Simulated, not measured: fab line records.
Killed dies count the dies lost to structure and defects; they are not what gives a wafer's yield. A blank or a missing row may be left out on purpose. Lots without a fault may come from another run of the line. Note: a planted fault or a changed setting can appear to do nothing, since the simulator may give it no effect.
Which tool did it? ; flow n5 finfet ; 33 wafers from 11 lots sampled at 4 of the route's 1938 steps

== WHAT EACH GAUGE READ, for each wafer ==
N5_BEOL_M5_RS_MEAS_57: uses a four-point probe to measure. Usual: for M5_RS the level is 0.387 ohm/sq and the standard deviation is 0.01.
lot;measured;on;M5_RS (ohm/sq);flag
L280;day 8 09:10;film metro-02;0.392 0.392 0.394;
L279;day 8 14:51;film metro-02;0.388 0.404 0.387;
L282;day 9 02:47;film metro-02;0.384 0.390 0.393;
L283;day 9 08:01;film metro-01;0.375 0.392 0.382;
L286;day 10 14:29;film metro-02;0.404 0.378 0.393;
L293;day 12 05:48;film metro-02;0.370 0.378 0.382;
L296;day 12 12:03;film metro-02;0.382 0.378 0.390;
L297;day 12 17:39;film metro-01;0.378 0.393 0.388;
L300;day 13 18:46;film metro-01;0.376 0.398 0.392;
L301;day 13 23:41;film metro-02;0.386 0.402 0.407;
L302;day 14 01:04;film metro-01;0.395 0.394 0.386;

N5_BEOL_M6_THK_MEAS_01. Usual: for M6_ILD_THK the level is 155.2 nm and the standard deviation is 2.2.
lot;measured;on;M6_ILD_THK (nm);flag
L280;day 8 09:49;film metro-01;155.2 157.9 156.9;
L279;day 8 15:29;film metro-02;154.2 155.4 156.0;
L282;day 9 03:25;film metro-01;156.3 159.4 158.5;
L283;day 9 08:40;film metro-02;153.3 153.2 154.4;
L286;day 10 15:08;film metro-01;157.2 158.3 157.5;
L293;day 12 06:26;film metro-02;165.8 164.8 154.3;
L296;day 12 12:41;film metro-01;154.1 155.8 157.0;
L297;day 12 18:17;film metro-01;164.6 153.9 152.7;
L300;day 13 19:25;film metro-02;151.8 153.9 155.3;
L301;day 14 00:19;film metro-02;155.2 157.7 159.5;
L302;day 14 01:42;film metro-01;154.4 154.2 156.5;

== WHAT TOOL EACH LOT RAN ON (gives the tool, then ch and the chambers of the sampled wafers, and finally the start) ==
lot;N5_BEOL_M5_ANNEAL_84;N5_BEOL_M6_ILD_DEP_00
L280;pvd sputter-03, day 8 05:47;pecvd-01 ch 0,1, day 8 09:14
L279;pvd sputter-02, day 8 11:42;pecvd-04 ch 0,1,2, day 8 14:55
L282;pvd sputter-03, day 8 23:31;pecvd-04 ch 0,1, day 9 02:50
L283;pvd sputter-01, day 9 04:52;pecvd-01 ch 0,1,2, day 9 08:05
L286;pvd sputter-01, day 10 08:48;pecvd-03 ch 0,1,2, day 10 14:34
L293;pvd sputter-03, day 12 02:38;pecvd-01 ch 0,1, day 12 05:52
L296;pvd sputter-01, day 12 08:54;pecvd-04 ch 0,1,2, day 12 12:07
L297;pvd sputter-02, day 12 14:29;pecvd-01 ch 0,1,2, day 12 17:43
L300;pvd sputter-03, day 13 15:28;pecvd-03 ch 0,1, day 13 18:50
L301;pvd sputter-03, day 13 20:32;pecvd-04 ch 0,1, day 13 23:45
L302;pvd sputter-02, day 13 21:51;pecvd-04 ch 0,2, day 14 01:07
- N5_BEOL_M5_ANNEAL_84: time 1800 s.
- N5_BEOL_M6_ILD_DEP_00: deposits SiCOH lowk from DEMS/porogen, target thk 179.75 nm, time 33.4 s.

== AS READ BY THE TOOLS THEMSELVES (means over the sampled wafers that have a number; for cases with no such wafer, the mark the record gives instead) ==
N5_BEOL_M5_ANNEAL_84. Usual: heater power w at 857 W, with a standard deviation of 110.
lot;tool;heater power w (W);flag
L280;pvd sputter-03;838;
L279;pvd sputter-02;833;
L282;pvd sputter-03;783;
L283;pvd sputter-01;905;
L286;pvd sputter-01;848;
L293;pvd sputter-03;818;
L296;pvd sputter-01;845;
L297;pvd sputter-02;909;
L300;pvd sputter-03;771;
L301;pvd sputter-03;804;
L302;pvd sputter-02;752;

N5_BEOL_M6_ILD_DEP_00. Usual: heater power w 361 W, standard deviation 62; rf fwd power W 495.4 W, standard deviation 1.8; showerhead plenum p Torr 5.738 Torr, standard deviation 0.014; throttle valve pct 13.7 %, standard deviation 0.54.
lot;tool;heater power w (W);rf fwd power W (W);showerhead plenum p Torr (Torr);throttle valve pct (%);flag
L280;pecvd-01;368;495.5;5.728;13.7;
L279;pecvd-04;373;495.7;5.736;13.9;
L282;pecvd-04;419;495.9;5.747;13.9;
L283;pecvd-01;346;494.9;5.732;13.4;
L286;pecvd-03;288;495.1;5.756;14.0;
L293;pecvd-01;380;494.6;5.746;13.9;
L296;pecvd-04;375;495.7;5.736;13.6;
L297;pecvd-01;349;495.2;5.742;13.6;
L300;pecvd-03;275;494.3;5.727;14.1;
L301;pecvd-04;367;494.6;5.735;14.1;
L302;pecvd-04;429;494.0;5.747;13.1;

== THE ANSWER, worked out from the rows above alone ==
Rule: a lot counts as off when the mean over its wafers that have a number is more than 3 standard deviations away from the usual mean. A lot without any number at a reading at which 4 lots or more have one is off too. All remaining lots with rows at the step are treated as sound. After the gauges, taken in route order, come the tools' own readings; for these a lot's mean is taken, as printed above. The first step at which some lot is off is used, and at that step the reading that is off furthest; a lot without a number counts as furthest.
None of the lots is off at any reading shown; this tells nothing.

== WHAT WAS PUT IN BY THE SIMULATOR ==
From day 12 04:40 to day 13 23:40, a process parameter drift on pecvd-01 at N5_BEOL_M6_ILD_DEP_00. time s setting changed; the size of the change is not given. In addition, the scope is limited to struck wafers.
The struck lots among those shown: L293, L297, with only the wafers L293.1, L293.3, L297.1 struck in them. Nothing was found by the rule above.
